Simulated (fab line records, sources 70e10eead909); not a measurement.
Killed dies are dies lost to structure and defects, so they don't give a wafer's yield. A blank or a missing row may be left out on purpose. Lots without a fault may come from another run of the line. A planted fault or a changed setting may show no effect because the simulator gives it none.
Which tool did it? | flow nand_harc | 7 lots, 21 wafers sampled, at 1 step of a route of 1159

WHAT THE GAUGES READ, wafer by wafer
NHARC_A_CONTACT_OVL_MEAS_09.
lot  | measured     | on         | overlay_x_nm (nm)
L537 | day 17 06:41 | overlay-02 | 0.2 0.4 0.2
L538 | day 17 11:05 | overlay-02 | 2.0 1.4 1.7
L541 | day 18 03:29 | overlay-01 | -1.0 0.0 -0.3
L544 | day 18 16:34 | overlay-01 | -0.7 -1.0 -0.6
L550 | day 20 06:11 | overlay-02 | 0.1 -0.3 -0.2
L553 | day 21 03:23 | overlay-02 | 1.1 1.6 0.9
L558 | day 23 04:28 | overlay-02 | 0.3 0.8 0.2

WHICH TOOL RAN EACH LOT (tool, then ch and the chambers of the sampled wafers, then the start)
The record holds no process step before these readings.

THE ANSWER, worked out from the rows above alone
Rule: what is usual is taken from the lots themselves. Put in order of their means at a reading, lots are off if they are a third of the lots or fewer, leave a main group of 4 or more, and stand apart from it by a gap of 3 or more times the standard deviation of the main group's means; of several such gaps the widest counts. A main group whose means are all the same, to the digits that the tables above print for the reading, isn't used. A lot without any number at a reading at which 4 lots or more have one is off too. The other lots that the step has rows for count as sound.
No lot is off at any reading shown: from this, nothing can be told.

WHAT THE SIMULATOR HAD PUT IN
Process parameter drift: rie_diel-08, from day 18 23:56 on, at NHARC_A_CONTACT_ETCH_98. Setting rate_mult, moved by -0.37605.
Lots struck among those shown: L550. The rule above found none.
